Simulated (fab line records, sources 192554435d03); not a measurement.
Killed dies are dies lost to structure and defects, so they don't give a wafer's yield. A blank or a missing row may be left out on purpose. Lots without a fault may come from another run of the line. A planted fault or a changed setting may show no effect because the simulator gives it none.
Chamber matching | flow n5_finfet | N5_MOL_CONTACT_COAG_ETCHBACK_135 on rie_diel-02: 4 sister chambers
The step etches SiO2 in CHF3, target depth 25 nm, time 16.7 s. 4 wafers are shown with their chamber, then 7 later ones without.

WAFERS WITH THEIR CHAMBER
wafer  | chamber | drypump_motor_current_A (A)
L082.6 | 0       | 5.3
L093.5 | 1       | 5.5
L094.2 | 3       | 5.1
L094.3 | 2       | 6.4

WAFERS WITHOUT THEIR CHAMBER
wafer  | drypump_motor_current_A (A)
L094.4 | 5.5
L095.1 | 5.3
L095.3 | 6.5
L095.4 | 5.1
L097.1 | 5.3
L097.4 | 6.5
L097.5 | 5.5

WHICH CHAMBER EACH WENT THROUGH
wafer  | from the rows above | in truth
L094.4 | 1                   | 1
L095.1 | 0                   | 0
L095.3 | 2                   | 2
L095.4 | 3                   | 3
L097.1 | 0                   | 0
L097.4 | 2                   | 2
L097.5 | 1                   | 1
Placed correctly: 7 of 7. Can't be placed from these rows: 0. Placed wrongly: 0.
How it was worked out, from the rows above alone: a wafer's distance from a chamber is the root of the sum, over the readings, of the square of ((its reading less the chamber's mean) divided by the reading's scatter). The wafer belongs to the nearest chamber; if the next one is less than 2 further off, it can't be placed. A chamber's mean is the mean of its shown wafers. The scatter: with one shown wafer a chamber, the root of the mean of the squares of how far each hidden wafer lies from its nearest shown one.
